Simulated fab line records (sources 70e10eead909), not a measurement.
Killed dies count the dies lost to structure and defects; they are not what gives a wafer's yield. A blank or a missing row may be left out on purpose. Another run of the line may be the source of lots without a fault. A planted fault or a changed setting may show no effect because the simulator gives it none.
Which tool was responsible?    flow nandHarc    24 lots with 72 wafers sampled at 6 steps, on a route of 1302 steps

== WHAT THE GAUGES SHOWED, per wafer ==
NHARC_P_BONDPAD_INSPECT_23.
lot   measured      on                rawDefectCount
L074  day 6 16:01   defectInspect-01  156 252 248
L075  day 7 03:03   defectInspect-01  447 445 462
L076  day 7 12:04   defectInspect-01  503 372 538
L077  day 8 04:21   defectInspect-02  608 413 304
L078  day 8 08:01   defectInspect-02  270 286 206
L079  day 8 15:25   defectInspect-02  616 497 538
L080  day 9 11:48   defectInspect-02  229 171 174
L081  day 9 17:56   defectInspect-01  385 240 284
L082  day 10 01:59  defectInspect-02  194 345 346
L083  day 10 18:37  defectInspect-01  412 304 314
L084  day 10 21:50  defectInspect-01  304 272 251
L085  day 11 07:02  defectInspect-02  220 229 264
L086  day 11 14:26  defectInspect-01  278 377 374
L087  day 11 21:46  defectInspect-01  216 355 255
L088  day 12 23:30  defectInspect-01  214 200 193
L089  day 13 00:32  defectInspect-02  333 364 198
L091  day 14 00:34  defectInspect-01  299 296 361
L090  day 14 01:28  defectInspect-01  184 401 307
L093  day 14 13:59  defectInspect-02  246 174 199
L092  day 14 14:19  defectInspect-01  463 390 293
L094  day 15 05:41  defectInspect-01  414 273 365
L095  day 15 18:01  defectInspect-02  235 286 349
L096  day 15 22:30  defectInspect-01  260 165 270
L097  day 15 23:40  defectInspect-02  226 304 280

== WHAT TOOL EACH LOT RAN ON (gives the tool, then ch and the chambers of the sampled wafers, and finally the start) ==
lot   NHARC_P_M0_DESCUM_14               NHARC_P_M2_STRIP_18                NHARC_P_BONDPAD_DEP_00                     NHARC_P_BONDPAD_ETCH_24                       NHARC_P_BONDPAD_CMP_19
L074  rieDiel-05 ch 1,2,3, day 6 00:43   rieDiel-13 ch 2,3, day 6 09:23     pecvd-03 ch 0,2, day 6 12:12               rieDiel-10 ch 0,1, day 6 15:34 or earlier     cmp-03 ch 0,2,3, day 6 15:34
L075  rieDiel-08 ch 0,1, day 6 11:42     rieDiel-07 ch 1,2,3, day 6 20:22   pecvd-02 ch 0,1,2, day 7 02:32 or earlier  rieDiel-01 ch 2,3, day 7 02:32 or earlier     cmp-02 ch 1,2, day 7 02:32
L076  rieDiel-05 ch 0,1,2, day 6 20:38   rieDiel-07 ch 0,1,2, day 7 05:15   pecvd-02 ch 0,1,2, day 7 08:02             rieDiel-02 ch 0,2,3, day 7 11:33 or earlier   cmp-03 ch 0,1,3, day 7 11:33
L077  rieDiel-12 ch 0,1, day 7 12:41     rieDiel-07 ch 1,3, day 7 21:32     pecvd-01 ch 0,1,2, day 8 00:22             rieDiel-10 ch 0,1,3, day 8 03:51 or earlier   cmp-02 ch 0,1,3, day 8 03:51
L078  rieDiel-05 ch 0,1,2, day 7 16:41   rieDiel-07 ch 1,2,3, day 8 01:14   pecvd-02 ch 0,1, day 8 04:01               rieDiel-01 ch 0,1,2, day 8 07:32 or earlier   cmp-03 ch 0,2, day 8 07:32
L079  rieDiel-08 ch 2,3, day 7 23:59     rieDiel-09 ch 1,2,3, day 8 08:43   pecvd-02 ch 0,1,2, day 8 11:28             rieDiel-02 ch 0,1,2, day 8 14:54 or earlier   cmp-02 ch 0,1,2, day 8 14:54
L080  rieDiel-08 ch 2,3, day 8 20:17     rieDiel-13 ch 0,2,3, day 9 05:00   pecvd-01 ch 0,1, day 9 07:43               rieDiel-02 ch 2,3, day 9 09:43                cmp-03 ch 1,2, day 9 11:15
L081  rieDiel-05 ch 1,2, day 9 02:17     rieDiel-13 ch 0,1, day 9 10:49     pecvd-01 ch 0,1,2, day 9 13:55             rieDiel-10 ch 1,2,3, day 9 15:56              cmp-01 ch 0,2,3, day 9 17:28
L082  rieDiel-05 ch 1,2, day 9 10:27     rieDiel-09 ch 0,1,2, day 9 19:13   pecvd-01 ch 0,1,2, day 9 21:58             rieDiel-01 ch 1,2,3, day 10 01:26 or earlier  cmp-03 ch 0,2, day 10 01:26
L083  rieDiel-05 ch 0,1,3, day 10 03:21  rieDiel-13 ch 0,1,3, day 10 11:47  pecvd-03 ch 0,2, day 10 14:37              rieDiel-01 ch 0,1,3, day 10 18:04 or earlier  cmp-01 ch 0,1,3, day 10 18:04
L084  rieDiel-05 ch 0,1, day 10 06:32    rieDiel-09 ch 0,1,2, day 10 15:06  pecvd-03 ch 0,2, day 10 21:20 or earlier   rieDiel-02 ch 0,1,2, day 10 21:20 or earlier  cmp-01 ch 0,2,3, day 10 21:20
L085  rieDiel-08 ch 2,3, day 10 14:47    rieDiel-07 ch 0,1, day 11 00:12    pecvd-01 ch 0,2, day 11 02:56              rieDiel-01 ch 2,3, day 11 06:29 or earlier    cmp-03 ch 0,3, day 11 06:29
L086  rieDiel-08 ch 1,2, day 10 23:16    rieDiel-09 ch 0,1,3, day 11 07:43  pecvd-01 ch 0,1, day 11 10:31              rieDiel-01 ch 0,1, day 11 13:57 or earlier    cmp-02 ch 0,1,2, day 11 13:57
L087  rieDiel-05 ch 0,1,2, day 11 06:28  rieDiel-13 ch 0,3, day 11 14:56    pecvd-03 ch 0,1, day 11 17:44              rieDiel-02 ch 1,3, day 11 19:44               cmp-01 ch 0,2,3, day 11 21:14
L088  rieDiel-08 ch 2,3, day 12 06:44    rieDiel-09 ch 0,1,3, day 12 16:47  pecvd-03 ch 1,2, day 12 19:33              rieDiel-01 ch 0,1,2, day 12 23:02 or earlier  cmp-02 ch 0,1,2, day 12 23:02
L089  rieDiel-08 ch 0,1,2, day 12 07:39  rieDiel-13 ch 1,2,3, day 12 17:07  pecvd-01 ch 0,1,2, day 12 19:52            rieDiel-01 ch 1,2,3, day 13 00:00 or earlier  cmp-02 ch 0,1,3, day 13 00:00
L091  rieDiel-08 ch 0,1,3, day 13 09:04  rieDiel-07 ch 0,1,2, day 13 17:43  pecvd-03 ch 0,1,2, day 13 20:26            rieDiel-02 ch 0,2,3, day 13 23:57 or earlier  cmp-01 ch 0,1,2, day 13 23:57
L090  rieDiel-12 ch 0,1,3, day 13 09:46  rieDiel-09 ch 0,3, day 13 18:40    pecvd-03 ch 0,2, day 13 21:27              rieDiel-02 ch 1,2,3, day 14 00:59 or earlier  cmp-03 ch 1,2,3, day 14 00:59
L093  rieDiel-12 ch 0,3, day 13 21:53    rieDiel-13 ch 0,1,2, day 14 06:53  pecvd-03 ch 0,1, day 14 09:50              rieDiel-02 ch 0,2, day 14 13:28 or earlier    cmp-03 ch 2,3, day 14 13:28
L092  rieDiel-05 ch 0,1,3, day 13 22:47  rieDiel-09 ch 0,1, day 14 07:28    pecvd-03 ch 0,1, day 14 10:14              rieDiel-10 ch 2,3, day 14 12:16               cmp-02 ch 1,2,3, day 14 13:46
L094  rieDiel-08 ch 0,2,3, day 14 14:26  rieDiel-13 ch 0,1,2, day 14 23:04  pecvd-03 ch 0,1,2, day 15 01:49            rieDiel-02 ch 0,1, day 15 05:08 or earlier    cmp-01 ch 1,2, day 15 05:08
L095  rieDiel-08 ch 0,1,3, day 15 02:14  rieDiel-09 ch 0,1,3, day 15 11:13  pecvd-02 ch 0,1, day 15 14:02              rieDiel-01 ch 1,2,3, day 15 17:31 or earlier  cmp-02 ch 0,1,2, day 15 17:31
L096  rieDiel-05 ch 0,1,2, day 15 07:05  rieDiel-09 ch 0,1,2, day 15 15:49  pecvd-02 ch 0,1,2, day 15 18:36            rieDiel-02 ch 2,3, day 15 21:59 or earlier    cmp-03 ch 0,1,2, day 15 21:59
L097  rieDiel-05 ch 1,2, day 15 08:17    rieDiel-07 ch 0,3, day 15 16:55    pecvd-01 ch 0,1,2, day 15 19:47            rieDiel-01 ch 1,2,3, day 15 23:09 or earlier  cmp-02 ch 0,1, day 15 23:09
- NHARC_P_M0_DESCUM_14: chemistry O2, time 3 s.
- NHARC_P_M2_STRIP_18: strips in N2/H2.
- NHARC_P_BONDPAD_DEP_00: deposits SiCN, target thk 250 nm.
- NHARC_P_BONDPAD_ETCH_24: etches the open film in CF4/N2, target depth 30 nm, time 72.99 s.
- NHARC_P_BONDPAD_CMP_19: polishes, t overpolish 30 s, cu recess touch 16 s, target thk 160.81 nm.

== AS READ BY THE TOOLS THEMSELVES (means over the sampled wafers that have a number; for cases with no such wafer, the mark the record gives instead) ==
NHARC_P_M0_DESCUM_14.
lot   tool        drypumpMotorCurrentA (A)  oesProductAu (a.u.)  rfVppV (V)  showerheadPlenumPTorr (Torr)  throttleValvePct (%)
L074  rieDiel-05  5.97                      0.990                58.0        1.87                          11.311
L075  rieDiel-08  6.05                      1.006                58.7        1.95                          11.319
L076  rieDiel-05  5.84                      0.993                57.7        1.88                          11.317
L077  rieDiel-12  5.83                      0.998                57.8        1.92                          11.320
L078  rieDiel-05  5.86                      1.000                58.2        1.88                          11.305
L079  rieDiel-08  5.85                      0.999                57.8        1.86                          11.310
L080  rieDiel-08  5.86                      1.008                58.4        1.86                          11.313
L081  rieDiel-05  6.08                      0.987                58.1        1.89                          11.316
L082  rieDiel-05  6.06                      0.989                57.4        1.89                          11.316
L083  rieDiel-05  5.74                      1.006                57.3        1.85                          11.307
L084  rieDiel-05  5.85                      1.014                57.5        1.84                          11.311
L085  rieDiel-08  5.88                      1.025                57.8        1.86                          11.318
L086  rieDiel-08  6.23                      1.011                57.4        1.95                          11.309
L087  rieDiel-05  5.86                      1.008                58.4        1.87                          11.314
L088  rieDiel-08  6.09                      1.011                58.0        1.91                          11.313
L089  rieDiel-08  6.14                      1.010                58.1        1.94                          11.315
L091  rieDiel-08  5.91                      0.998                58.1        1.89                          11.313
L090  rieDiel-12  5.76                      0.994                58.1        1.87                          11.316
L093  rieDiel-12  5.73                      1.001                57.2        1.85                          11.311
L092  rieDiel-05  5.74                      0.995                58.0        1.85                          11.316
L094  rieDiel-08  6.00                      1.003                57.5        1.90                          11.308
L095  rieDiel-08  5.90                      1.010                58.0        1.89                          11.316
L096  rieDiel-05  5.85                      1.011                57.6        1.86                          11.313
L097  rieDiel-05  6.06                      1.024                57.7        1.83                          11.315

NHARC_P_M2_STRIP_18.
lot   tool        drypumpMotorCurrentA (A)  h2FlowSccm (sccm)  oesProductAu (a.u.)  rfVppV (V)  showerheadPlenumPTorr (Torr)  throttleValvePct (%)
L074  rieDiel-13  6.3                       150.5              1.014                91.5        2.04                          14.161
L075  rieDiel-07  5.4                       149.8              0.999                90.5        2.02                          14.165
L076  rieDiel-07  5.7                       150.0              1.000                89.8        2.01                          14.177
L077  rieDiel-07  5.2                       150.6              0.988                92.1        2.11                          14.178
L078  rieDiel-07  5.5                       150.0              0.999                90.4        2.02                          14.168
L079  rieDiel-09  5.6                       149.7              0.987                92.3        2.18                          14.170
L080  rieDiel-13  6.1                       149.8              1.004                89.8        2.05                          14.170
L081  rieDiel-13  5.5                       150.0              0.999                91.1        2.08                          14.172
L082  rieDiel-09  5.5                       150.3              0.987                91.4        2.13                          14.180
L083  rieDiel-13  5.6                       149.9              1.008                91.2        2.06                          14.173
L084  rieDiel-09  5.5                       149.8              0.986                91.0        2.13                          14.161
L085  rieDiel-07  6.0                       149.9              0.985                90.7        2.04                          14.168
L086  rieDiel-09  5.6                       150.0              0.987                92.0        2.13                          14.168
L087  rieDiel-13  5.9                       150.4              1.009                90.0        2.01                          14.175
L088  rieDiel-09  5.6                       149.8              0.998                90.3        2.13                          14.170
L089  rieDiel-13  5.9                       150.2              1.019                90.2        2.10                          14.172
L091  rieDiel-07  5.7                       150.0              0.987                90.9        2.01                          14.169
L090  rieDiel-09  5.4                       150.0              0.971                92.2        2.11                          14.162
L093  rieDiel-13  5.7                       149.6              1.009                90.1        2.11                          14.163
L092  rieDiel-09  5.5                       149.9              0.975                91.3        2.08                          14.175
L094  rieDiel-13  5.7                       150.1              1.010                91.0        2.11                          14.165
L095  rieDiel-09  5.6                       149.8              0.998                91.8        2.13                          14.163
L096  rieDiel-09  5.5                       149.6              1.004                92.0        2.13                          14.166
L097  rieDiel-07  6.2                       150.1              0.993                90.1        1.98                          14.171

NHARC_P_BONDPAD_DEP_00.
lot   tool      heaterPowerW (W)
L074  pecvd-03  554
L075  pecvd-02  542
L076  pecvd-02  536
L077  pecvd-01  612
L078  pecvd-02  491
L079  pecvd-02  559
L080  pecvd-01  685
L081  pecvd-01  683
L082  pecvd-01  634
L083  pecvd-03  556
L084  pecvd-03  602
L085  pecvd-01  625
L086  pecvd-01  717
L087  pecvd-03  664
L088  pecvd-03  566
L089  pecvd-01  649
L091  pecvd-03  602
L090  pecvd-03  579
L093  pecvd-03  660
L092  pecvd-03  697
L094  pecvd-03  594
L095  pecvd-02  530
L096  pecvd-02  611
L097  pecvd-01  590

NHARC_P_BONDPAD_ETCH_24.
lot   tool        drypumpMotorCurrentA (A)  oesProductAu (a.u.)  rfVppV (V)  showerheadPlenumPTorr (Torr)  throttleValvePct (%)
L074  rieDiel-10  5.4                       1.005                315.3       2.70                          19.798
L075  rieDiel-01  5.9                       0.999                313.1       2.53                          19.792
L076  rieDiel-02  5.5                       0.999                312.3       2.52                          19.789
L077  rieDiel-10  5.2                       1.005                315.3       2.70                          19.794
L078  rieDiel-01  5.8                       0.999                315.0       2.71                          19.781
L079  rieDiel-02  5.6                       0.984                313.7       2.60                          19.799
L080  rieDiel-02  5.4                       1.003                312.8       2.54                          19.795
L081  rieDiel-10  5.6                       1.013                315.0       2.71                          19.799
L082  rieDiel-01  5.7                       1.016                313.6       2.62                          19.789
L083  rieDiel-01  5.8                       1.018                315.1       2.68                          19.789
L084  rieDiel-02  5.6                       0.991                313.6       2.59                          19.799
L085  rieDiel-01  5.9                       1.012                312.7       2.53                          19.800
L086  rieDiel-01  5.9                       1.013                316.6       2.78                          19.808
L087  rieDiel-02  6.4                       0.998                313.0       2.54                          19.791
L088  rieDiel-01  5.8                       1.011                315.5       2.71                          19.788
L089  rieDiel-01  5.7                       1.003                313.6       2.62                          19.797
L091  rieDiel-02  5.5                       0.991                312.1       2.51                          19.795
L090  rieDiel-02  5.9                       0.994                313.8       2.58                          19.786
L093  rieDiel-02  5.2                       0.986                312.8       2.53                          19.797
L092  rieDiel-10  5.7                       1.012                315.3       2.67                          19.797
L094  rieDiel-02  5.7                       0.987                313.4       2.57                          19.791
L095  rieDiel-01  5.7                       1.008                314.4       2.62                          19.792
L096  rieDiel-02  5.4                       1.000                313.1       2.53                          19.789
L097  rieDiel-01  5.7                       1.005                314.0       2.62                          19.796

NHARC_P_BONDPAD_CMP_19.
lot   tool    edgeZonePressureFrac  motorCurrentA (A)  overpolishRunS (s)
L074  cmp-03  0.998                 11.5               30.002
L075  cmp-02  1.002                 11.8               30.003
L076  cmp-03  1.002                 12.9               30.002
L077  cmp-02  0.999                 12.5               30.001
L078  cmp-03  0.998                 12.5               29.994
L079  cmp-02  1.001                 12.1               30.003
L080  cmp-03  0.996                 12.2               30.001
L081  cmp-01  0.999                 11.9               29.997
L082  cmp-03  0.999                 11.8               30.003
L083  cmp-01  0.993                 11.8               30.001
L084  cmp-01  0.998                 12.0               29.998
L085  cmp-03  0.992                 12.7               30.003
L086  cmp-02  1.000                 11.9               29.998
L087  cmp-01  1.003                 11.5               29.999
L088  cmp-02  0.998                 11.9               30.007
L089  cmp-02  1.001                 12.7               30.010
L091  cmp-01  0.997                 13.1               30.004
L090  cmp-03  0.997                 11.6               30.006
L093  cmp-03  0.998                 10.8               30.001
L092  cmp-02  0.999                 12.6               30.001
L094  cmp-01  0.998                 14.4               30.003
L095  cmp-02  0.999                 12.2               30.004
L096  cmp-03  0.996                 12.8               29.997
L097  cmp-02  1.004                 12.1               30.007

== THE ANSWER, worked out from the rows above alone ==
Rule: the lots themselves supply what counts as usual. The widest of any qualifying gaps counts: lots, ordered by their means at a reading, are off when they make up no more than a third of the lots, leave a main group of 4 or more, and stand apart from it by 3 or more times the standard deviation of that group's means. Not used: any main group whose means are identical at the precision the tables above print for the reading. Also off: a lot with no number at a reading for which 4 or more lots have one. Any other lot the step has rows for is counted as sound. After the gauges, taken in route order, come the tools' own readings; for these a lot's mean is taken, as printed above. The first step at which some lot is off is used, and at that step the reading that is off furthest; a lot without a number counts as furthest.
None of the lots is off at any reading shown; this tells nothing.

== WHAT THE SIMULATOR HAD INSERTED ==
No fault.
